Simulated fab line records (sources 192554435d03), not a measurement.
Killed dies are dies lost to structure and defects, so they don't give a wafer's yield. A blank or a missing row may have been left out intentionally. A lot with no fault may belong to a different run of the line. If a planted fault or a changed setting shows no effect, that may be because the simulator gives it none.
fab line records    flow n5_finfet
record lots=7  wafers=21
route steps=1938 shown BEOL_M13@1696 BEOL_M15@1801 MIM_TOP_ETCH@1853 MIM_BOT_LITHO@1854 MIM_BOT_ETCH@1868
start_h: start of the lot's first displayed wafer, in hours after the record's first day    wait_h: hours since the lot's step before    " same as the row above    L1.1+2: several wafers, shown together as one row    - no value present, or no start provided    * or withheld: withheld    < > ~ a bound
route shown NAME@n: a module of which the file shows steps, and the number in the route of the first    usual: the fault-free wafers' mean and standard deviation    same: alike in all rows    chamber/n: place in a boat    sites: the reading at each site    _std_site: standard deviation across them    _edge_site: mean of outer sites minus mean of inner sites    radius_mm: for every site, how far away it sits from the centre of the wafer    mask NAME#n: copy n    behind: the last tool/chamber to shape the wafer    hold: the reason the lot was held/the length of the hold in hours/how it ended    device: which transistor (n, p or np) failed to switch    end of line: at the end of the route, the tests of the same wafers    where a step has no rows: the recipe by itself    killed: not the wafer's yield, but the dies lost to structure and defects at the first sort    map: dies across one wafer; x = killed, . = not, _ = none there
set.NAME: the setting the step ran with; set.NAME@STEP: the setting that earlier step ran with    model.NAME: the simulator's own value behind a step, which no gauge read
lots where settings were altered on purpose, with a table for each step and a row for each wafer
## steps
# step N5_BEOL_M13_TRENCH_ETCH_34
# recipe chemistry=C4F8/O2/Ar  target=SiOC  target_depth_a=4134.7  mask_material=SOC  pressure_mtorr=30  source_w=3000  bias_w=700  Ar_flow_sccm=400  C4F8_flow_sccm=15  O2_flow_sccm=8  he_inner_torr=15  he_outer_torr=30  time_s=162.6  ion_energy_ev=250
lot.wafer  tool         chamber  start_h  wait_h  set.time_s  model.etch.depth_nm
L080.2     rie_diel-01  1        267.59   0.0     162.6       416
L080.4     "            0        "        "       162.6       409.3
L080.6     "            3        "        "       134.9       342
L082.1     rie_diel-01  0        273.53   0.0     162.6       417.3
L082.2     "            2        "        "       162.6       407.7
L082.3     "            3        "        "       198.6       513.3
L083.1     rie_diel-02  2        294.12   0.0     162.6       411.4
L083.2     "            0        "        "       162.6       410.1
L083.5     "            3        "        "       162.6       412.9
L086.1     rie_diel-01  1        311.20   0.0     162.6       418.5
L086.3     "            0        "        "       193.8       489.2
L086.6     "            3        "        "       162.6       407.8
L091.2     rie_diel-04  2        337.96   0.0     162.6       418.6
L091.4     "            0        "        "       162.6       409.4
L091.6     "            1        "        "       162.6       418.5
L090.2     rie_diel-01  0        340.41   0.0     199.1       503.6
L090.4     "            3        "        "       199.1       510.9
L090.6     "            2        "        "       199.1       495.6
L094.3     rie_diel-02  0        351.72   0.0     142         360.6
L094.5     "            3        "        "       162.6       419.4
L094.6     "            2        "        "       162.6       417.8
# step N5_BEOL_M13_STRIP_70
# recipe chemistry=C4F8/O2/Ar  resist=SiARC  rf_frequency_hz=6e+07
# step N5_BEOL_M13_OCD_MEAS_35
# usual trench_depth_nm=415/6
lot.wafer  tool    chamber  start_h  wait_h  set.time_s@BEOL_M13_TRENCH_ETCH_34  trench_depth_nm
L080.2     ocd-02  -        267.77   0.0     162.6                               416
L080.4     "       -        "        "       162.6                               409
L080.6     "       -        "        "       134.9                               342
L082.1     ocd-02  -        273.70   0.0     162.6                               417
L082.2     "       -        "        "       162.6                               408
L082.3     "       -        "        "       198.6                               513
L083.1     ocd-01  -        294.29   0.0     162.6                               411
L083.2     "       -        "        "       162.6                               410
L083.5     "       -        "        "       162.6                               413
L086.1     ocd-01  -        311.38   0.0     162.6                               419
L086.3     "       -        "        "       193.8                               489
L086.6     "       -        "        "       162.6                               408
L091.2     ocd-02  -        338.14   0.0     162.6                               419
L091.4     "       -        "        "       162.6                               410
L091.6     "       -        "        "       162.6                               418
L090.2     ocd-01  -        340.58   0.0     199.1                               503
L090.4     "       -        "        "       199.1                               511
L090.6     "       -        "        "       199.1                               495
L094.3     ocd-01  -        351.90   0.0     142                                 360
L094.5     "       -        "        "       162.6                               419
L094.6     "       -        "        "       162.6                               418
# step N5_BEOL_M13_STRIP_37
# recipe chemistry=N2/H2  power_w=1000  temp_c=250  h2_frac=0.65  overash_fraction=0.3  pressure_mtorr=withheld  n2_flow_sccm=1750  h2_flow_sccm=3250
# step N5_BEOL_M13_ETCH_38
# recipe chemistry=CF4/N2  target=SiCN  target_depth_a=675  taper_deg=2  time_s=71.9  ion_energy_ev=150  mask_material=SiO2  pressure_mtorr=40  source_w=430  bias_w=70  Ar_flow_sccm=100  cf4_flow_sccm=60  n2_flow_sccm=60
# step N5_BEOL_M13_ECD_47
# recipe material=Cu  target_thk_a=9360
# step N5_BEOL_M13_ANNEAL_48
# recipe temp_c=225  time_s=90  ambient=N2
# step N5_BEOL_M13_CMP_49
# recipe stop_on=SiOC  t_overpolish_s=17.1  down_force_psi=1  platen_rpm=50  clearing_platen_down_force_psi=1.5  clearing_platen_rpm=50  post_cmp_clean=cu_alkaline  target_thk_nm=420  clearing_platen_pad_velocity_m_s=0.99484  pad_velocity_m_s=0.99484
lot.wafer  tool    chamber  start_h  wait_h  set.time_s@BEOL_M13_TRENCH_ETCH_34  model.Cu_of_BEOL_M13_ECD_47.thk_nm
L080.4     cmp-02  1        273.65   0.2     162.6                               416.6
L080.2     "       2        "        "       162.6                               421.8
L080.6     "       1        "        "       134.9                               348.6
L082.2     cmp-02  3        280.51   0.2     162.6                               413.8
L082.1     "       0        "        "       162.6                               423.8
L082.3     "       2        "        "       198.6                               519.6
L083.2     cmp-04  0        296.26   0.2     162.6                               417.2
L083.1     "       2        "        "       162.6                               419.4
L083.5     "       0        "        "       162.6                               419.6
L086.3     cmp-03  3        314.10   0.2     193.8                               493.6
L086.1     "       2        "        "       162.6                               425.4
L086.6     "       3        "        "       162.6                               413.6
L091.4     cmp-03  3        341.27   0.2     162.6                               415.2
L091.2+6   "       0,1      "        "       162.6                               427.4
L090.2     cmp-02  1        342.05   0.2     199.1                               509.2
L090.4     "       3        "        "       199.1                               514.8
L090.6     "       1        "        "       199.1                               504
L094.3     cmp-04  3        360.97   0.2     142                                 367.8
L094.6     "       2        "        "       162.6                               425.2
L094.5     "       3        "        "       162.6                               427.6
# step N5_BEOL_M13_THK_MEAS_50
# recipe thk_meas_gauge=xrf  reads=Cu_of_BEOL_M13_ECD_47
# usual M13_THK=419/6.7
lot.wafer  tool           chamber  start_h  wait_h  set.time_s@BEOL_M13_TRENCH_ETCH_34  M13_THK[nm]
L080.2     film_metro-01  -        273.91   -       162.6                               426
L080.4     "              -        "        "       162.6                               419
L080.6     "              -        "        "       134.9                               351
L082.1     film_metro-01  -        280.80   -       162.6                               427
L082.2     "              -        "        "       162.6                               413
L082.3     "              -        "        "       198.6                               521
L083.1     film_metro-02  -        296.55   -       162.6                               419
L083.2     "              -        "        "       162.6                               417
L083.5     "              -        "        "       162.6                               416
L086.1     film_metro-01  -        314.39   -       162.6                               419
L086.3     "              -        "        "       193.8                               485
L086.6     "              -        "        "       162.6                               406
L091.2     film_metro-02  -        341.48   -       162.6                               425
L091.4     "              -        "        "       162.6                               412
L091.6     "              -        "        "       162.6                               423
L090.2     film_metro-02  -        342.35   -       199.1                               500
L090.4     "              -        "        "       199.1                               507
L090.6     "              -        "        "       199.1                               494
L094.3     film_metro-02  -        361.23   -       142                                 367
L094.5     "              -        "        "       162.6                               427
L094.6     "              -        "        "       162.6                               422
# step N5_BEOL_M13_PRE_CLEAN_52
# recipe gas=NH3  time_s=15  temp_c=withheld  rf_power_w=300
# step N5_BEOL_M13_DEP_53
# recipe material=SiCN  target_thk_a=500  temp_c=withheld  precursor=3MS/NH3  pressure_torr=3  rf_w=675  time_s=17.8
# step N5_BEOL_M13_RS_MEAS_54
# recipe thk_meas_gauge=four-point-probe  reads=Cu_of_BEOL_M13_ECD_47+Ta_of_BEOL_M13_SPUTTER_44+TaN_of_BEOL_M13_SPUTTER_43
# usual M13_RS=0.0447/0.0007
lot.wafer  tool           chamber  start_h  wait_h  set.time_s@BEOL_M13_TRENCH_ETCH_34  M13_RS[ohm/sq]
L080.2     film_metro-01  -        274.04   0.1     162.6                               0.0447
L080.4     "              -        "        "       162.6                               0.0452
L080.6     "              -        "        "       134.9                               0.0545
L082.1     film_metro-01  -        280.93   0.1     162.6                               0.0445
L082.2     "              -        "        "       162.6                               0.0457
L082.3     "              -        "        "       198.6                               0.0361
L083.1     film_metro-01  -        296.68   0.0     162.6                               0.0450
L083.2     "              -        "        "       162.6                               0.0452
L083.5     "              -        "        "       162.6                               0.0450
L086.1     film_metro-01  -        314.52   0.0     162.6                               0.0443
L086.3     "              -        "        "       193.8                               0.0381
L086.6     "              -        "        "       162.6                               0.0456
L091.2     film_metro-01  -        341.61   0.1     162.6                               0.0441
L091.4     "              -        "        "       162.6                               0.0454
L091.6     "              -        "        "       162.6                               0.0441
L090.2     film_metro-02  -        342.47   0.1     199.1                               0.0367
L090.4     "              -        "        "       199.1                               0.0364
L090.6     "              -        "        "       199.1                               0.0372
L094.3     film_metro-01  -        361.36   0.1     142                                 0.0514
L094.5     "              -        "        "       162.6                               0.0441
L094.6     "              -        "        "       162.6                               0.0443
# step N5_BEOL_M15_PEB_26
# recipe peb_temp_c=130  peb_time_s=90
lot.wafer   tool            chamber  start_h  wait_h  set.peb_temp_c
L080.2+4    litho_track-02  0        282.05   0.0     130
L080.6      "               0        "        "       131.2
L082.1+3    litho_track-05  0        288.26   0.1     130
L082.2      "               0        "        "       126.8
L083.1+5    litho_track-02  0        305.16   0.1     130
L083.2      "               0        "        "       127.8
L086.1      litho_track-05  0        324.68   0.1     127.1
L086.3+6    "               0        "        "       130
L091.2+4+6  litho_track-05  0        348.90   0.0     130
L090.2+4+6  litho_track-03  0        354.40   0.0     130
L094.3+5+6  litho_track-02  0        369.14   0.0     130
# step N5_BEOL_M15_DEVELOP_27
# recipe develop_time_s=45  rinse_liquid=diw  dry=air_spin  dev_temp_c=21
# step N5_BEOL_M15_HARDBAKE_32
# recipe temp_c=130  time_s=120
# step N5_BEOL_M15_DESCUM_33
# recipe chemistry=O2  time_s=7.9  source_power_w=50  bias_power_w=20  pressure_mtorr=20  rf_frequency_hz=2.712e+07  temp_c=40  o2_flow_sccm=225
lot.wafer  tool         chamber  start_h  wait_h  set.peb_temp_c@BEOL_M15_PEB_26  model.BEOL_M15.cd_nm
L080.2     rie_diel-02  0        282.25   0.0     130                             408.2
L080.4     "            3        "        "       130                             411
L080.6     "            3        "        "       131.2                           410.8
L082.1     rie_diel-02  2        288.49   0.1     130                             411.2
L082.2     "            0        "        "       126.8                           396.6
L082.3     "            1        "        "       130                             410.6
L083.1     rie_diel-04  2        305.36   0.0     130                             409.2
L083.2     "            1        "        "       127.8                           395
L083.5     "            0        "        "       130                             407.8
L086.1     rie_diel-02  1        324.89   0.0     127.1                           395.4
L086.3+6   "            3        "        "       130                             409
L091.2     rie_diel-02  1        349.11   0.0     130                             413.4
L091.4     "            3        "        "       130                             414.8
L091.6     "            3        "        "       130                             413.6
L090.2     rie_diel-01  2        354.70   0.1     130                             408.8
L090.4     "            0        "        "       130                             409.2
L090.6     "            1        "        "       130                             411
L094.3     rie_diel-01  1        369.43   0.1     130                             406.8
L094.5     "            2        "        "       130                             407.6
L094.6     "            0        "        "       130                             409.6
# step N5_MIM_TOP_ETCH_PECVD_03
# recipe material=SiNx  target_thk_a=200  temp_c=400  precursor=SiH4/NH3/N2  pressure_torr=1.5  rf_w=300  time_s=17.6
lot.wafer  tool      chamber  start_h  wait_h  set.time_s  model.SiNx_of_MIM_TOP_ETCH_PECVD_03.thk_nm
L080.2     pecvd-03  2        291.05   -       19.3        21.6
L080.4     "         2        "        "       17.6        20
L080.6     "         0        "        "       19.3        21.8
L082.1     pecvd-04  2        295.95   -       17.6        19.6
L082.2     "         0        "        "       19.56       22
L082.3     "         1        "        "       17.6        20
L083.1+2   pecvd-02  2,0      311.67   -       17.6        19.6
L083.5     "         2        "        "       17.6        20
L086.1+3   pecvd-04  1,2      332.47   -       17.6        19.8
L086.6     "         1        "        "       17.6        20.2
L091.2     pecvd-02  2        358.90   -       17.6        19.2
L091.4     "         0        "        "       17.6        20
L091.6     "         1        "        "       17.6        19.8
L090.2     pecvd-04  1        365.90   -       17.6        20
L090.4     "         1        "        "       17.6        20.2
L090.6     "         2        "        "       17.6        20.4
L094.3     pecvd-04  0        377.11   -       16.49       18.6
L094.5     "         2        "        "       16.49       19
L094.6     "         1        "        "       17.6        20.2
# step N5_MIM_BOT_LITHO_HMDS_01
# recipe time_s=60  temp_c=120
# step N5_MIM_BOT_LITHO_COAT_02
# recipe spin_rpm=*  resist_thk_nm=*
# step N5_MIM_BOT_ETCH_ETCH_00
# recipe chemistry=Cl2/BCl3  target=TiN  target_depth_a=455  ion_energy_ev=150  pressure_mtorr=10  icp_w=1000  bias_w=126  Cl2_flow_sccm=53.25  bcl3_flow_sccm=21.75  Ar_flow_sccm=25
# step N5_MIM_BOT_ETCH_STRIP_01
# recipe chemistry=O2  power_w=600  temp_c=60  pressure_mtorr=30  rf_frequency_hz=6e+07  bias_power_w=0  overash_fraction=0.5  o2_flow_sccm=225
# step N5_MIM_BOT_ETCH_STRIP_02
# recipe chemistry=post_etch_residue_remover  time_s=1200  temp_c=72.5
lot.wafer  tool          chamber  start_h  wait_h  set.time_s@MIM_TOP_ETCH_PECVD_03  model.SiNx_of_MIM_TOP_ETCH_PECVD_03.thk_nm
L080.2     wet_bench-01  3        291.97   -       19.3                              21.2
L080.4     "             4        "        "       17.6                              19.6
L080.6     "             0        "        "       19.3                              21.6
L082.1     wet_bench-05  0        297.06   -       17.6                              19.2
L082.2     "             6        "        "       19.56                             21.6
L082.3     "             4        "        "       17.6                              19.6
L083.1+2   wet_bench-06  4,0      312.69   -       17.6                              19.2
L083.5     "             5        "        "       17.6                              19.6
L086.1     wet_bench-06  4        333.50   -       17.6                              19.6
L086.3     "             7        "        "       17.6                              19.4
L086.6     "             0        "        "       17.6                              20
L091.2     wet_bench-01  7        360.08   -       17.6                              18.8
L091.4     "             2        "        "       17.6                              19.6
L091.6     "             0        "        "       17.6                              19.4
L090.2     wet_bench-01  1        367.03   -       17.6                              19.6
L090.4     "             0        "        "       17.6                              19.8
L090.6     "             6        "        "       17.6                              20.2
L094.3     wet_bench-06  1        378.01   -       16.49                             18.2
L094.5     "             0        "        "       16.49                             18.6
L094.6     "             4        "        "       17.6                              20
## key
split step=N5_BEOL_M13_TRENCH_ETCH_34  setting=time_s  stated=162.6  by=wafer
response step=N5_BEOL_M13_TRENCH_ETCH_34  reading=model.etch.depth_nm  change=+4.3  per=1%  r=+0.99
response step=N5_BEOL_M13_OCD_MEAS_35  reading=trench_depth_nm  change=+4.3  per=1%  r=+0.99
response step=N5_BEOL_M13_CMP_49  reading=model.Cu_of_BEOL_M13_ECD_47.thk_nm  change=+4.28  per=1%  r=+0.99
response step=N5_BEOL_M13_THK_MEAS_50  reading=M13_THK  change=+4.27  per=1%  r=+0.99
response step=N5_BEOL_M13_RS_MEAS_54  reading=M13_RS  change=-0.000447  per=1%  r=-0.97
split step=N5_BEOL_M15_PEB_26  setting=peb_temp_c  stated=130  by=wafer
response step=N5_BEOL_M15_DESCUM_33  reading=model.BEOL_M15.cd_nm  change=+6.07  per=1%  r=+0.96
split step=N5_MIM_TOP_ETCH_PECVD_03  setting=time_s  stated=17.6  by=wafer
response step=N5_MIM_TOP_ETCH_PECVD_03  reading=model.SiNx_of_MIM_TOP_ETCH_PECVD_03.thk_nm  change=+0.194  per=1%  r=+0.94
response step=N5_MIM_BOT_ETCH_STRIP_02  reading=model.SiNx_of_MIM_TOP_ETCH_PECVD_03.thk_nm  change=+0.202  per=1%  r=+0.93
